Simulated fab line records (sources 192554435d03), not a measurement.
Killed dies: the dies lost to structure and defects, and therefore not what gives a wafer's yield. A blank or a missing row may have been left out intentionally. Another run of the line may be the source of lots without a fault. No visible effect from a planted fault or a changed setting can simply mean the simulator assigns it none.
fab line records	flow n5_finfet
record: lots: 9	wafers: 27	last_day: 17
route steps=1938 shown FIN_SAQP@125 FIN_CUT@165 PASSIVATION@1936
lots with no fault: from the same line, run without faults
start_h: start of the lot's first displayed wafer, in hours after the record's first day	wait_h: how many hours have passed since the lot's step before this one	" repeats the value in the row above	L1.1+2: several wafers, shown together as one row	- no value, or no start given	* or withheld: withheld	< > ~ a bound
route shown NAME@n: NAME is a module with steps in the file, n the number in the route of the first one	usual: mean/standard deviation taken from wafers without a fault	same: alike in all rows	chamber/n: place in a boat	sites: readings site by site	_std_site: how widely they spread, as a standard deviation	_edge_site: inner sites' mean taken away from outer sites' mean	radius_mm: how far each site lies from the wafer's centre	mask NAME#n: copy n	behind: the tool/chamber that last shaped the wafer	hold: cause of the lot's hold/its duration in hours/its outcome	device: the n, p or np transistor that did not switch	end of line: the route-end tests of the same wafers	a step with no rows: only its recipe	killed: dies that structure and defects cost at the first sort, which is not the same as the wafer's yield	map: a wafer's dies, x killed, . not, _ none there
set.NAME: the setting the step ran with; set.NAME@STEP: the setting that earlier step ran with	model.NAME: the simulator's own value behind a step, which no gauge read
one table for each step of the route and one row for each wafer, over a sample of lots
services: from which hour (start_h, from the record's first day; less than 0 if before it) a tool's chamber was out of use, for how many hours, and why
== steps ==
step: N5_FIN_SAQP_SPACER1_ALD_24
recipe: material: SiO2	target_thk_a: 203	temp_c: 300	ald_precursor_family: BDEAS	ald_co_reactant: O2-plasma	pulse_time_s: 1	purge_time_s: 2	co_reactant_purge_time_s: 2	ald_cycles: 218	pressure_torr: 2
usual: heater_power_w: 487/40	precursor_pulse_height_rel: 1.000/0.019
same: purge_time_s: 2
lot.wafer	tool	chamber	start_h	wait_h	heater_power_w	precursor_pulse_height_rel
L811.2	ald_sin-02	0	28.92	0.3	544	1.029
L811.3	"	2	"	"	481	1.004
L811.4	"	1	"	"	474	1.020
L812.1	ald_sin-02	1	35.07	0.3	450	0.970
L812.2	"	3	"	"	467	0.977
L812.5	"	2	"	"	493	1.002
L818.2	ald_sin-02	0	71.39	0.3	567	0.986
L818.3	"	2	"	"	483	1.007
L818.5	"	0	"	"	558	0.987
L820.2	ald_sin-02	3	83.87	0.3	489	0.989
L820.3	"	1	"	"	475	0.992
L820.6	"	1	"	"	478	0.987
L821.1	ald_sin-02	0	89.21	0.3	568	1.000
L821.2	"	1	"	"	469	0.986
L821.3	"	3	"	"	474	1.014
L827.2	ald_sin-04	2	124.95	0.3	536	1.006
L827.3	"	1	"	"	505	1.000
L827.6	"	1	"	"	517	0.975
L828.1	ald_sin-04	3	130.62	0.3	445	1.028
L828.2	"	1	"	"	508	1.000
L828.5	"	1	"	"	506	0.999
L829.1	ald_sin-01	1	137.75	0.3	494	0.988
L829.2	"	3	"	"	504	0.996
L829.5	"	1	"	"	494	0.998
L831.1	ald_sin-01	3	148.84	0.3	494	1.007
L831.3	"	2	"	"	430	0.976
L831.6	"	2	"	"	433	1.000
step: N5_FIN_SAQP_ETCH_69
recipe: chemistry: N2/H2	target: SOC	target_depth_a: 1500	stop_on: SiNx	ion_energy_ev: 100	bias_w: 61	pressure_mtorr: 30	source_w: 850	n2_flow_sccm: 200	h2_flow_sccm: 200
usual: chamber_pressure_mTorr: 30.005/0.029	drypump_motor_current_A: 5.7/0.32	oes_product_au: 0.75/0.053	rf_vpp_V: 240.8/1.4	showerhead_plenum_p_Torr: 2.55/0.093	throttle_valve_pct: 17.90/0.2
lot.wafer	tool	chamber	start_h	wait_h	chamber_pressure_mTorr	drypump_motor_current_A	oes_product_au	rf_hours_counter_h	rf_vpp_V	showerhead_plenum_p_Torr	throttle_valve_pct
L811.2	rie_diel-02	2	30.57	-	30.023	5.4	0.74	176	238.7	2.54	17.72
L811.3	"	0	"	"	30.047	5.6	0.72	167	240.3	2.53	17.60
L811.4	"	1	"	"	29.943	5.9	0.75	163	242.3	2.64	18.06
L812.1	rie_diel-02	0	36.80	-	30.053	5.6	0.72	168	240.3	2.53	17.61
L812.2	"	2	"	"	29.958	5.4	0.74	178	241.0	2.54	17.72
L812.5	"	1	"	"	30.007	5.9	0.75	-	243.1	2.64	18.05
L818.2	rie_diel-03	2	73.02	-	30.001	6.1	0.73	186	241.6	2.53	17.74
L818.3	"	0	"	"	30.030	5.5	0.80	113	240.6	2.47	18.01
L818.5	"	3	"	"	29.970	5.9	0.92	-	242.8	2.71	17.69
L820.2	rie_diel-06	3	85.63	-	29.894	5.2	0.75	142	239.0	2.44	17.57
L820.3	"	1	"	"	29.999	5.5	0.75	169	240.2	2.54	18.14
L820.6	"	3	"	"	30.033	5.2	0.75	-	240.2	2.44	17.56
L821.1	rie_diel-06	0	90.88	-	30.061	5.8	0.75	144	242.7	2.67	17.93
L821.2	"	3	"	"	29.984	5.2	0.74	144	239.5	2.44	17.57
L821.3	"	1	"	"	30.021	5.4	0.75	171	240.4	2.54	18.14
L827.2	rie_diel-02	0	126.60	-	29.996	5.6	0.69	198	240.7	2.51	17.64
L827.3	"	1	"	"	30.017	5.9	0.73	194	241.8	2.63	18.10
L827.6	"	1	"	"	29.996	5.9	0.73	-	240.2	2.63	18.10
L828.1	rie_diel-03	1	132.29	-	30.002	5.3	0.71	172	242.3	2.64	17.85
L828.2	"	2	"	"	30.030	6.1	0.71	205	240.1	2.52	17.78
L828.5	"	1	"	"	30.037	5.3	0.71	-	241.7	2.64	17.86
L829.1	rie_diel-06	0	139.39	-	30.005	5.8	0.74	162	243.2	2.66	17.96
L829.2	"	1	"	"	30.023	5.4	0.73	189	241.6	2.53	18.17
L829.5	"	1	"	"	30.018	5.4	0.74	-	238.9	2.53	18.18
L831.1	rie_diel-06	1	150.76	-	30.034	5.4	0.73	194	240.7	2.53	18.17
L831.3	"	3	"	"	30.024	5.2	0.74	156	238.1	2.43	17.57
L831.6	"	1	"	"	30.036	5.4	0.73	-	241.3	2.53	18.16
step: N5_FIN_SAQP_STRIP_70
recipe: chemistry: N2/H2	power_w: 500	temp_c: 40	pressure_mtorr: 50	rf_frequency_hz: 6e+07	overash_fraction: 0.3	bias_power_w: 28	h2_frac: 0.5	n2_flow_sccm: 300	h2_flow_sccm: 300
usual: chamber_pressure_mTorr: 50.00/0.048	drypump_motor_current_A: 5.7/0.32	oes_product_au: 0.76/0.054	rf_vpp_V: 121.9/1.1	showerhead_plenum_p_Torr: 3.37/0.12	temp_c: 40.00/0.12	throttle_valve_pct: 19.09/0.26
lot.wafer	tool	chamber	start_h	wait_h	chamber_pressure_mTorr	drypump_motor_current_A	oes_product_au	rf_hours_counter_h	rf_vpp_V	showerhead_plenum_p_Torr	temp_c	throttle_valve_pct
L811.2	rie_diel-02	2	30.67	0.0	50.13	5.4	0.75	176	120.1	3.35	40.11	18.74
L811.3	"	0	"	"	49.98	5.6	0.73	167	121.2	3.34	39.90	18.56
L811.4	"	1	"	"	50.01	5.9	0.76	163	122.4	3.49	39.84	19.44
L812.1	rie_diel-02	0	36.90	0.0	50.02	5.6	0.73	168	121.8	3.34	39.82	18.58
L812.2	"	2	"	"	49.98	5.4	0.74	178	121.9	3.35	40.04	18.73
L812.5	"	1	"	"	50.07	5.9	0.75	-	121.5	3.49	39.91	19.43
L818.2	rie_diel-03	2	73.12	0.0	49.96	6.1	0.74	186	122.0	3.34	39.86	19.28
L818.3	"	0	"	"	50.03	5.6	0.80	113	121.5	3.27	39.74	19.49
L818.5	"	3	"	"	49.95	5.9	0.94	-	123.6	3.57	40.18	19.01
L820.2	rie_diel-06	3	85.73	0.0	50.07	5.3	0.76	142	119.7	3.23	39.99	18.71
L820.3	"	1	"	"	50.00	5.5	0.76	169	120.4	3.36	40.22	19.23
L820.6	"	3	"	"	50.02	5.2	0.77	-	121.4	3.23	40.02	18.70
L821.1	rie_diel-06	0	90.98	0.0	49.98	5.8	0.75	144	122.7	3.52	40.05	19.02
L821.2	"	3	"	"	50.05	5.2	0.77	144	119.5	3.22	39.98	18.72
L821.3	"	1	"	"	49.99	5.4	0.75	171	120.6	3.36	40.07	19.25
L827.2	rie_diel-02	0	126.70	0.0	50.03	5.6	0.70	198	122.1	3.32	40.14	18.61
L827.3	"	1	"	"	50.06	5.9	0.73	194	122.5	3.47	39.96	19.49
L827.6	"	1	"	"	49.90	5.9	0.73	-	120.0	3.47	40.06	19.47
L828.1	rie_diel-03	1	132.39	0.0	49.99	5.3	0.72	172	122.8	3.48	40.08	18.99
L828.2	"	2	"	"	50.04	6.2	0.71	206	121.8	3.33	40.23	19.31
L828.5	"	1	"	"	50.01	5.3	0.72	-	122.7	3.48	39.95	19.01
L829.1	rie_diel-06	0	139.49	0.0	49.99	5.8	0.74	162	123.8	3.50	40.14	19.06
L829.2	"	1	"	"	50.03	5.5	0.75	189	121.8	3.35	40.18	19.28
L829.5	"	1	"	"	49.89	5.5	0.74	-	120.7	3.35	40.05	19.28
L831.1	rie_diel-06	1	150.86	0.0	50.04	5.4	0.74	194	122.0	3.34	40.13	19.30
L831.3	"	3	"	"	50.01	5.2	0.76	156	121.2	3.22	39.95	18.74
L831.6	"	1	"	"	50.00	5.4	0.73	-	121.7	3.35	40.09	19.28
step: N5_FIN_SAQP_STRIP_77
recipe: chemistry: N2/H2	time_s: 90	power_w: 100	temp_c: 40	pressure_mtorr: 100	rf_frequency_hz: 6e+07	bias_power_w: 3	n2_flow_sccm: 300	h2_flow_sccm: 300
usual: chamber_pressure_mTorr: 99.99/0.086	drypump_motor_current_A: 5.7/0.32	oes_product_au: 0.76/0.06	rf_vpp_V: 45.3/0.85	showerhead_plenum_p_Torr: 3.39/0.12	temp_c: 40.00/0.1	throttle_valve_pct: 12.31/0.19
lot.wafer	tool	chamber	start_h	wait_h	chamber_pressure_mTorr	drypump_motor_current_A	oes_product_au	rf_hours_counter_h	rf_vpp_V	showerhead_plenum_p_Torr	temp_c	throttle_valve_pct
L811.2	rie_diel-02	1	31.71	0.0	100.07	5.9	0.76	164	45.7	3.50	40.15	12.45
L811.3	"	3	"	"	99.98	5.6	0.78	155	46.4	3.36	39.89	12.55
L811.4	"	2	"	"	100.07	5.4	0.76	176	45.5	3.37	40.06	12.19
L812.1	rie_diel-03	2	37.78	0.0	99.94	6.1	0.75	173	44.1	3.37	40.03	12.21
L812.2	"	1	"	"	100.13	5.3	0.74	141	45.4	3.52	39.93	12.19
L812.5	"	0	"	"	99.98	5.5	0.82	-	45.9	3.29	40.06	12.30
L818.2	rie_diel-02	3	74.07	0.0	100.00	5.6	0.76	170	43.8	3.36	39.98	12.61
L818.3	"	0	"	"	99.94	5.6	0.71	180	44.5	3.35	39.89	12.14
L818.5	"	1	"	"	99.99	5.9	0.74	-	44.9	3.50	39.95	12.48
L820.2	rie_diel-06	2	86.86	0.0	99.92	6.3	0.72	222	44.7	3.21	40.09	12.46
L820.3	"	1	"	"	100.01	5.4	0.77	169	45.7	3.38	39.92	12.50
L820.6	"	2	"	"	100.08	6.3	0.73	-	44.1	3.21	40.05	12.46
L821.1	rie_diel-06	0	91.85	0.0	99.90	5.8	0.75	144	45.8	3.53	39.99	12.29
L821.2	"	3	"	"	99.97	5.2	0.76	144	44.3	3.24	39.96	12.02
L821.3	"	1	"	"	100.14	5.5	0.75	172	45.2	3.37	39.94	12.50
L827.2	rie_diel-02	2	127.56	0.0	99.94	5.4	0.73	205	45.1	3.36	39.96	12.25
L827.3	"	0	"	"	100.11	5.7	0.70	199	44.5	3.34	40.00	12.17
L827.6	"	0	"	"	100.02	5.7	0.70	-	44.0	3.34	40.00	12.20
L828.1	rie_diel-03	0	133.34	0.0	99.91	5.6	0.79	132	44.6	3.27	39.84	12.41
L828.2	"	1	"	"	100.05	5.3	0.72	173	47.3	3.50	39.99	12.26
L828.5	"	2	"	"	99.97	6.1	0.71	-	45.8	3.35	40.15	12.29
L829.1	rie_diel-06	2	140.52	0.0	100.22	6.3	0.71	242	43.3	3.20	39.85	12.52
L829.2	"	0	"	"	99.95	5.8	0.74	163	46.8	3.52	39.94	12.36
L829.5	"	0	"	"	99.98	5.8	0.73	-	45.8	3.52	40.00	12.35
L831.1	rie_diel-03	3	151.73	0.0	100.03	5.9	0.86	42	45.9	3.57	39.94	12.06
L831.3	"	0	"	"	99.98	5.6	0.78	139	45.8	3.27	40.11	12.39
L831.6	"	0	"	"	99.90	5.6	0.78	-	44.5	3.27	40.05	12.42
step: N5_FIN_SAQP_INSPECT_40
recipe: inspect_instrument: brightfield	mode: aei
usual: raw_defect_count: 232/77
lot.wafer	tool	chamber	start_h	wait_h	raw_defect_count
L811.2	defect_inspect-01	-	32.15	0.0	359
L811.3	"	-	"	"	383
L811.4	"	-	"	"	303
L812.1	defect_inspect-01	-	38.22	0.0	219
L812.2	"	-	"	"	241
L812.5	"	-	"	"	153
L818.2	defect_inspect-01	-	74.55	0.0	205
L818.3	"	-	"	"	223
L818.5	"	-	"	"	261
L820.2	defect_inspect-01	-	87.30	0.0	317
L820.3	"	-	"	"	1380
L820.6	"	-	"	"	1372
L821.1	defect_inspect-01	-	92.30	0.0	288
L821.2	"	-	"	"	1459
L821.3	"	-	"	"	337
L827.2	defect_inspect-01	-	128.01	0.0	150
L827.3	"	-	"	"	216
L827.6	"	-	"	"	136
L828.1	defect_inspect-02	-	133.78	0.0	183
L828.2	"	-	"	"	151
L828.5	"	-	"	"	203
L829.1	defect_inspect-01	-	140.97	0.0	221
L829.2	"	-	"	"	175
L829.5	"	-	"	"	173
L831.1	defect_inspect-01	-	152.17	0.0	217
L831.3	"	-	"	"	223
L831.6	"	-	"	"	320
step: N5_FIN_CUT_INSPECT_10
recipe: mode: adi	inspect_instrument: brightfield
usual: raw_defect_count: 42/13
lot.wafer	tool	chamber	start_h	wait_h	raw_defect_count
L811.2	defect_inspect-02	-	32.54	0.0	50
L811.3	"	-	"	"	46
L811.4	"	-	"	"	58
L812.1	defect_inspect-01	-	38.61	0.1	51
L812.2	"	-	"	"	33
L812.5	"	-	"	"	30
L818.2	defect_inspect-02	-	74.95	0.0	42
L818.3	"	-	"	"	44
L818.5	"	-	"	"	42
L820.2	defect_inspect-02	-	87.83	0.1	39
L820.3	"	-	"	"	1258
L820.6	"	-	"	"	1184
L821.1	defect_inspect-02	-	92.69	0.1	56
L821.2	"	-	"	"	1266
L821.3	"	-	"	"	56
L827.2	defect_inspect-01	-	128.52	0.0	40
L827.3	"	-	"	"	49
L827.6	"	-	"	"	32
L828.1	defect_inspect-01	-	134.17	0.1	41
L828.2	"	-	"	"	20
L828.5	"	-	"	"	32
L829.1	defect_inspect-02	-	141.50	0.1	41
L829.2	"	-	"	"	35
L829.5	"	-	"	"	29
L831.1	defect_inspect-01	-	152.56	0.1	38
L831.3	"	-	"	"	52
L831.6	"	-	"	"	50
step: N5_PASSIVATION_PROBE_49
usual: killed_at_M0_to_M3: 34/12	killed_at_M4_up: 12/4.9	killed_at_contacts: 13/7.2	killed_at_front_end: 39/12	killed_at_other: 3.7/2.9	killed_dies: 101/18	killed_open: 67/14	killed_short: 33/7.2
same: gross_dies: 1180	killed_at_back_side: 0
lot.wafer	tool	chamber	start_h	wait_h	killed_at_M0_to_M3	killed_at_M4_up	killed_at_contacts	killed_at_front_end	killed_at_other	killed_dies	killed_open	killed_short
L820.2	prober-01	-	339.06	0.1	34	9	10	57	3	113	64	46
L820.3	prober-01	-	339.11	0.1	26	10	9	234	7	286	86	40
L820.6	prober-01	-	339.26	0.3	30	10	17	196	5	258	63	34
L821.1	prober-02	-	356.61	0.0	24	20	4	35	0	83	58	24
L821.2	prober-02	-	356.66	0.1	36	13	16	197	3	265	65	39
L821.3	prober-02	-	356.71	0.1	17	19	17	28	4	85	60	25
killed by level:class
L820.2 STI_FIN_REVEAL:geometric_particle:open=12 FIN_SAQP:geometric_particle:short=11 BEOL_M0_SAQP:geometric_particle:open=11 BEOL_M0_SAQP:geometric_particle:short=10 MOL_CONTACT_COAG:geometric_particle:open=8 GATE_CUT:geometric_particle:open=6 BEOL_M1:geometric_particle:open=5 FIN_SAQP:geometric_particle:open=4
L820.3 FIN_SAQP:unspecified=156 FIN_SAQP:geometric_particle:open=18 STI_FIN_REVEAL:geometric_particle:open=16 FIN_SAQP:geometric_particle:short=8 GATE_CUT:geometric_particle:short=8 MOL_CONTACT_COAG:geometric_particle:open=7 DUMMY_GATE:geometric_particle:open=6 BEOL_M0_SAQP:geometric_particle:short=6
L820.6 FIN_SAQP:unspecified=157 MOL_CONTACT_COAG:geometric_particle:open=13 BEOL_M0_SAQP:geometric_particle:open=11 FIN_SAQP:geometric_particle:short=10 FIN_SAQP:geometric_particle:open=7 BEOL_M3:geometric_particle:open=6 BEOL_M4:geometric_particle:open=6 GATE_CUT:geometric_particle:open=4
L821.1 BEOL_M1:geometric_particle:open=12 BEOL_M4:geometric_particle:open=11 FIN_SAQP:geometric_particle:open=8 GATE_CUT:geometric_particle:short=6 DUMMY_GATE:geometric_particle:open=5 BEOL_M0_SAQP:geometric_particle:short=5 FIN_SAQP:geometric_particle:short=4 STI_FIN_REVEAL:geometric_particle:open=4
L821.2 FIN_SAQP:unspecified=158 BEOL_M0_SAQP:geometric_particle:short=13 MOL_CONTACT_COAG:geometric_particle:open=11 BEOL_M0_SAQP:geometric_particle:open=10 BEOL_M4:geometric_particle:open=9 FIN_SAQP:geometric_particle:open=6 STI_FIN_REVEAL:geometric_particle:open=6 GATE_CUT:geometric_particle:short=6
L821.3 MOL_CONTACT_COAG:geometric_particle:open=15 BEOL_M4:geometric_particle:open=10 STI_FIN_REVEAL:geometric_particle:open=9 GATE_CUT:geometric_particle:short=6 BEOL_M0_SAQP:geometric_particle:short=5 BEOL_M3:geometric_particle:open=5 GATE_CUT:geometric_particle:open=4 BEOL_M5:geometric_particle:open=4
== services ==
tool	chamber	start_h	hours	kind
rie_diel-03	3	7.82	-	clean
rie_diel-03	3	7.82	-	consumable_replace:focus_ring
rie_diel-03	3	7.82	-	consumable_replace:showerhead
rie_diel-03	3	7.82	21.3	scheduled_down
rie_diel-03	3	7.82	21.3	vent_cycle
ald_sin-02	-	12.57	6.1	pm
ald_sin-04	1	17.67	2.6	repair
ald_sin-02	-	50.88	1.8	repair
rie_diel-02	-	58.78	1.6	repair
rie_diel-02	2	69.19	10.5	repair
ald_sin-02	0	76.05	8.1	repair
ald_sin-01	-	85.84	14.0	pm
ald_sin-01	0	85.84	14.0	vent_cycle
ald_sin-01	1	85.84	14.0	vent_cycle
ald_sin-01	2	85.84	14.0	vent_cycle
ald_sin-01	3	85.84	14.0	vent_cycle
ald_sin-02	-	95.70	6.0	pm
ald_sin-01	0	99.84	-	clean
ald_sin-01	1	99.84	-	clean
rie_diel-06	3	119.33	22.6	repair
ald_sin-02	3	123.38	3.3	repair
ald_sin-04	1	137.93	12.3	repair
ald_sin-02	-	140.54	0.7	repair
rie_diel-02	1	146.47	3.9	repair
== key ==
first_sign: step: N5_FIN_SAQP_INSPECT_40	reading: raw_defect_count	direction: up	sigmas: 15	usual: 232	struck: 1404
effect: step: N5_FIN_CUT_INSPECT_10	reading: raw_defect_count	direction: up	sigmas: 91	usual: 42	struck: 1236
effect: step: N5_PASSIVATION_PROBE_49	reading: killed_at_front_end	direction: up	sigmas: 14	usual: 39	struck: 209
more_kills_born_at: N5_FIN_SAQP_SPACER1_ALD_24@ald_sin-02: 471
met_at N5_FIN_SAQP_SPACER1_ALD_24
struck_lots L820,L821
struck_wafers L820.3,L820.6,L821.2
tester_left_out L820,L821
not_acting_at N5_FIN_SAQP_ETCH_69,N5_FIN_SAQP_STRIP_70,N5_FIN_SAQP_STRIP_77
onset_between 35.07 83.87
fault: kind: chamber_particle_source	tool: ald_sin-02	chamber: 1	onset_h: 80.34	steps: N5_FIN_SAQP_SPACER1_ALD_24	rate_per_visit_cm2: 1.8468	end_h: 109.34
tester_left_out: of these lots the tester's yield and bins aren't shown, on N5 and GAA mostly nor the transistor test; their killed dies are dies lost to structure and defects alone, not to doping, threshold or leakage, so they don't give the yield
